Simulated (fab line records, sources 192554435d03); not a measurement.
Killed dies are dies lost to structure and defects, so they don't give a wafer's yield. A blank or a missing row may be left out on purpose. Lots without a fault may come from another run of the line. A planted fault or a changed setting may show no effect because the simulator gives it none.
Which tool did it? | flow n5_finfet | 10 lots, 30 wafers sampled, at 5 steps of a route of 1938

WHAT THE GAUGES READ, wafer by wafer
The record holds no reading of a measuring or inspecting step that can be judged against a usual standard deviation.

WHICH TOOL RAN EACH LOT (tool, then ch and the chambers of the sampled wafers, then the start)
lot  | N5_BEOL_M1_SPUTTER_48        | N5_BEOL_M15_ETCH_59                | N5_BEOL_M15_TRENCH_ETCH_34         | N5_BEOL_M15_CMP_49            | N5_PASSIVATION_PROBE_49
L146 | pvd_sputter-02, day 6 21:32  | rie_diel-02 ch 1,3, day 11 21:11   | rie_diel-05 ch 1,2, day 11 22:53   | cmp-04 ch 1,2,3, day 12 05:58 | prober-01, day 12 20:51
L148 | pvd_sputter-02, day 7 09:19  | rie_diel-02 ch 2,3, day 12 11:11   | rie_diel-06 ch 0,2,3, day 12 12:50 | cmp-03 ch 0,2, day 12 15:51   | -
L150 | pvd_sputter-02, day 8 03:37  | rie_diel-02 ch 0,2,3, day 13 03:55 | rie_diel-02 ch 0,2,3, day 13 05:34 | cmp-03 ch 0,1,3, day 13 11:46 | prober-01, day 14 04:04
L152 | pvd_sputter-03, day 9 08:25  | rie_diel-05 ch 1,2, day 13 23:43   | rie_diel-06 ch 0,1,2, day 14 01:14 | cmp-01 ch 0,1,2, day 14 03:31 | prober-02, day 14 20:41
L153 | pvd_sputter-02, day 9 13:21  | rie_diel-02 ch 0,1,2, day 14 14:19 | rie_diel-06 ch 0,1,3, day 14 16:04 | cmp-03 ch 0,1,3, day 14 17:55 | prober-01, day 15 08:58
L157 | pvd_sputter-02, day 9 19:35  | rie_diel-02 ch 1,3, day 14 19:46   | rie_diel-05 ch 1,2,3, day 14 21:22 | cmp-03 ch 0,2, day 14 22:58   | prober-02, day 15 15:01
L156 | pvd_sputter-02, day 9 21:26  | rie_diel-05 ch 2,3, day 14 20:13   | rie_diel-02 ch 0,1, day 14 21:57   | cmp-03 ch 1,2, day 15 02:22   | prober-02, day 15 20:04
L158 | pvd_sputter-02, day 10 03:22 | rie_diel-05 ch 0,1, day 15 05:36   | rie_diel-05 ch 0,1, day 15 07:07   | cmp-04 ch 2,3, day 15 10:07   | prober-01, day 16 02:07
L161 | pvd_sputter-02, day 10 18:35 | rie_diel-02 ch 0,3, day 16 10:29   | rie_diel-05 ch 0,1, day 16 12:11   | cmp-04 ch 1,2, day 16 14:25   | prober-02, day 17 07:47
L166 | pvd_sputter-03, day 12 06:22 | rie_diel-02 ch 1,2,3, day 17 12:17 | rie_diel-02 ch 0,1,2, day 17 14:14 | cmp-04 ch 0,1,2, day 17 16:35 | prober-02, day 19 04:22
- N5_BEOL_M1_SPUTTER_48: material Cu, target thk 4.5 nm, time 8.29 s.
- N5_BEOL_M15_ETCH_59: etches BARC in N2/H2, target depth 89 nm, overetch 26.7 nm, time 67.9 s.
- N5_BEOL_M15_TRENCH_ETCH_34: etches SiO2 in C4F8/O2/Ar, target depth 872.93 nm, time 199 s.
- N5_BEOL_M15_CMP_49: polishes, stops on SiO2, t overpolish 4.9 s, target thk 850 nm.
- N5_PASSIVATION_PROBE_49

WHAT THE TOOLS THEMSELVES READ (means of the sampled wafers that have a number; where no wafer has one, the mark that the record gives instead)
N5_BEOL_M1_SPUTTER_48. Usual: substrate_temp_c -20.00 C, standard deviation 0.11; throttle_valve_pct 30.2 %, standard deviation 1.3.
lot  | tool           | substrate_temp_c (C) | throttle_valve_pct (%) | flag
L146 | pvd_sputter-02 | -20.08               | 31.2                   |
L148 | pvd_sputter-02 | -19.97               | 31.0                   |
L150 | pvd_sputter-02 | -20.04               | 29.7                   |
L152 | pvd_sputter-03 | -20.00               | 30.2                   |
L153 | pvd_sputter-02 | -19.94               | 30.2                   |
L157 | pvd_sputter-02 | -20.00               | 28.5                   |
L156 | pvd_sputter-02 | -20.08               | 29.7                   |
L158 | pvd_sputter-02 | -20.03               | 29.6                   |
L161 | pvd_sputter-02 | -20.06               | 30.0                   |
L166 | pvd_sputter-03 | -19.98               | 30.6                   |

N5_BEOL_M15_ETCH_59. Usual: drypump_motor_current_A 5.6 A, standard deviation 0.48; oes_product_au 0.67 a.u., standard deviation 0.072; rf_vpp_V 525.9 V, standard deviation 2.1; showerhead_plenum_p_Torr 2.62 Torr, standard deviation 0.078; throttle_valve_pct 17.99 %, standard deviation 0.3.
lot  | tool        | drypump_motor_current_A (A) | oes_product_au (a.u.) | rf_vpp_V (V) | showerhead_plenum_p_Torr (Torr) | throttle_valve_pct (%) | flag
L146 | rie_diel-02 | 5.6                         | 0.74                  | 527.8        | 2.69                            | 18.20                  |
L148 | rie_diel-02 | 5.3                         | 0.67                  | 526.2        | 2.66                            | 17.89                  |
L150 | rie_diel-02 | 5.2                         | 0.67                  | 527.7        | 2.65                            | 17.90                  |
L152 | rie_diel-05 | 5.2                         | 0.63                  | 525.2        | 2.61                            | 18.43                  |
L153 | rie_diel-02 | 5.3                         | 0.71                  | 527.4        | 2.67                            | 17.98                  |
L157 | rie_diel-02 | 5.6                         | 0.71                  | 527.2        | 2.68                            | 18.25                  |
L156 | rie_diel-05 | 5.2                         | 0.59                  | 526.0        | 2.63                            | 18.39                  |
L158 | rie_diel-05 | 5.9                         | 0.73                  | 526.3        | 2.61                            | 17.91                  |
L161 | rie_diel-02 | 5.3                         | 0.60                  | 526.1        | 2.62                            | 18.18                  |
L166 | rie_diel-02 | 5.4                         | 0.69                  | 527.3        | 2.67                            | 18.01                  |

N5_BEOL_M15_TRENCH_ETCH_34. Usual: drypump_motor_current_A 5.6 A, standard deviation 0.49; he_outer_torr 30.00 Torr, standard deviation 0.058; oes_product_au 0.79 a.u., standard deviation 0.094; rf_vpp_V 2238 V, standard deviation 32; showerhead_plenum_p_Torr 3.53 Torr, standard deviation 0.11; throttle_valve_pct 30.95 %, standard deviation 0.27.
lot  | tool        | drypump_motor_current_A (A) | he_outer_torr (Torr) | oes_product_au (a.u.) | rf_vpp_V (V) | showerhead_plenum_p_Torr (Torr) | throttle_valve_pct (%) | flag
L146 | rie_diel-05 | 5.2                         | 29.99                | 0.75                  | 2237         | 3.52                            | 31.32                  |
L148 | rie_diel-06 | 5.8                         | 29.94                | 0.78                  | 2227         | 3.39                            | 30.72                  |
L150 | rie_diel-02 | 5.2                         | 29.96                | 0.77                  | 2236         | 3.58                            | 31.02                  |
L152 | rie_diel-06 | 5.9                         | 30.01                | 0.80                  | 2214         | 3.40                            | 30.68                  |
L153 | rie_diel-06 | 6.1                         | 30.04                | 0.75                  | 2241         | 3.46                            | 30.67                  |
L157 | rie_diel-05 | 5.4                         | 29.99                | 0.73                  | 2241         | 3.51                            | 31.09                  |
L156 | rie_diel-02 | 5.3                         | 30.00                | 0.76                  | 2208         | 3.55                            | 31.12                  |
L158 | rie_diel-05 | 5.9                         | 29.97                | 0.85                  | 2261         | 3.50                            | 30.80                  |
L161 | rie_diel-05 | 5.9                         | 30.01                | 0.83                  | 2260         | 3.49                            | 30.82                  |
L166 | rie_diel-02 | 5.3                         | 30.00                | 0.80                  | 2239         | 3.58                            | 31.06                  |

N5_BEOL_M15_CMP_49. Usual: barrier_field_endpoint_s 11.42 s, standard deviation 0.29; motor_current_A 8.0 A, standard deviation 0.68; overpolish_run_s 4.900 s, standard deviation 0.0087.
lot  | tool   | barrier_field_endpoint_s (s) | motor_current_A (A) | overpolish_run_s (s) | flag
L146 | cmp-04 | 11.10                        | 7.8                 | 4.901                |
L148 | cmp-03 | 11.71                        | 7.7                 | 4.900                |
L150 | cmp-03 | 11.32                        | 7.8                 | 4.896                |
L152 | cmp-01 | 11.58                        | 7.4                 | 4.896                |
L153 | cmp-03 | 11.42                        | 8.1                 | 4.905                |
L157 | cmp-03 | 11.83                        | 8.2                 | 4.901                |
L156 | cmp-03 | 11.23                        | 8.9                 | 4.899                |
L158 | cmp-04 | 11.64                        | 7.4                 | 4.903                |
L161 | cmp-04 | 11.35                        | 8.5                 | 4.896                |
L166 | cmp-04 | 11.46                        | 8.0                 | 4.896                |

N5_PASSIVATION_PROBE_49. Usual: defect_limited_yield 91.4 %, standard deviation 1.4; killed_at_M0_to_M3 31, standard deviation 10; killed_at_M4_up 14, standard deviation 5.6; killed_at_contacts 13, standard deviation 6.3; killed_at_front_end 39, standard deviation 10; killed_at_other 4, standard deviation 3.1; killed_dies 101, standard deviation 16; killed_on_rim 13, standard deviation 3.9; killed_open 65, standard deviation 13; killed_short 34, standard deviation 7.2; sort_bin_4_leakage 0.00 %, standard deviation 0.007; sort_bin_5_function 5.1 %, standard deviation 0.88; sort_bin_6_memory 3.2 %, standard deviation 0.66; sort_bin_8_speed 0.00 %, standard deviation 0.007; sort_n_pass 1079, standard deviation 16; sort_yield_pct 91.4 %, standard deviation 1.4.
lot  | tool      | defect_limited_yield (%) | killed_at_M0_to_M3 | killed_at_M4_up | killed_at_contacts | killed_at_front_end | killed_at_other | killed_dies | killed_on_rim | killed_open | killed_short | sort_bin_4_leakage (%) | sort_bin_5_function (%) | sort_bin_6_memory (%) | sort_bin_8_speed (%) | sort_n_pass | sort_yield_pct (%) | flag
L146 | prober-01 | 89.1                     | 27                 | 19              | 17                 | 62                  | 4               | 128         | 16            | 87          | 37           | 0.00                   | 6.1                     | 4.1                   | 0.00                 | 1052        | 89.1               |
L150 | prober-01 | 91.9                     | 38                 | 6               | 14                 | 33                  | 4               | 94          | 12            | 58          | 36           | 0.00                   | 4.9                     | 2.9                   | 0.00                 | 1086        | 91.9               |
L152 | prober-02 | 92.1                     | 42                 | 8               | 8                  | 33                  | 2               | 93          | 14            | 54          | 37           | 0.00                   | 4.5                     | 3.0                   | 0.00                 | 1087        | 92.1               |
L153 | prober-01 | 92.8                     | 27                 | 17              | 12                 | 29                  | 1               | 86          | 10            | 61          | 25           | 0.00                   | 4.3                     | 2.7                   | 0.00                 | 1094        | 92.8               |
L157 | prober-02 | 90.3                     | 27                 | 17              | 23                 | 43                  | 5               | 115         | 13            | 73          | 40           | 0.00                   | 5.5                     | 3.7                   | 0.00                 | 1065        | 90.3               |
L156 | prober-02 | 90.1                     | 34                 | 16              | 10                 | 47                  | 10              | 117         | 14            | 75          | 39           | 0.00                   | 5.7                     | 3.8                   | 0.00                 | 1063        | 90.1               |
L158 | prober-01 | 86.1                     | 99                 | 18              | 14                 | 33                  | 1               | 164         | 21            | 59          | 28           | 0.00                   | 8.6                     | 3.6                   | 0.00                 | 1016        | 86.1               | OFF
L161 | prober-02 | 88.9                     | 77                 | 11              | 6                  | 35                  | 2               | 132         | 26            | 55          | 28           | 0.00                   | 6.8                     | 3.0                   | 0.03                 | 1048        | 88.8               | OFF
L166 | prober-02 | 92.5                     | 28                 | 8               | 5                  | 44                  | 2               | 88          | 10            | 60          | 28           | 0.00                   | 4.2                     | 3.0                   | 0.00                 | 1092        | 92.5               |

THE ANSWER, worked out from the rows above alone
Rule: a lot is off if the mean of its wafers that have a number lies more than 3 standard deviations from the usual mean. A lot without any number at a reading at which 4 lots or more have one is off too. The other lots that the step has rows for count as sound. The gauges are gone through in route order, then the tools' own readings, and for those a lot's mean is taken as printed above. The first step at which some lot is off is used, and at that step the reading that is off furthest; a lot without a number counts as furthest.
Off: L158, L161, at N5_PASSIVATION_PROBE_49 (killed_at_M0_to_M3). Neither off nor sound, because the step has no rows for them: L148.
A tool fits if, at that step or a process step before it, it ran every lot that is off, and no sound lot after the first of them. Can't be told from this: 2 tools fit, pvd_sputter-02 at N5_BEOL_M1_SPUTTER_48, rie_diel-05 at N5_BEOL_M15_TRENCH_ETCH_34.

WHAT THE SIMULATOR HAD PUT IN
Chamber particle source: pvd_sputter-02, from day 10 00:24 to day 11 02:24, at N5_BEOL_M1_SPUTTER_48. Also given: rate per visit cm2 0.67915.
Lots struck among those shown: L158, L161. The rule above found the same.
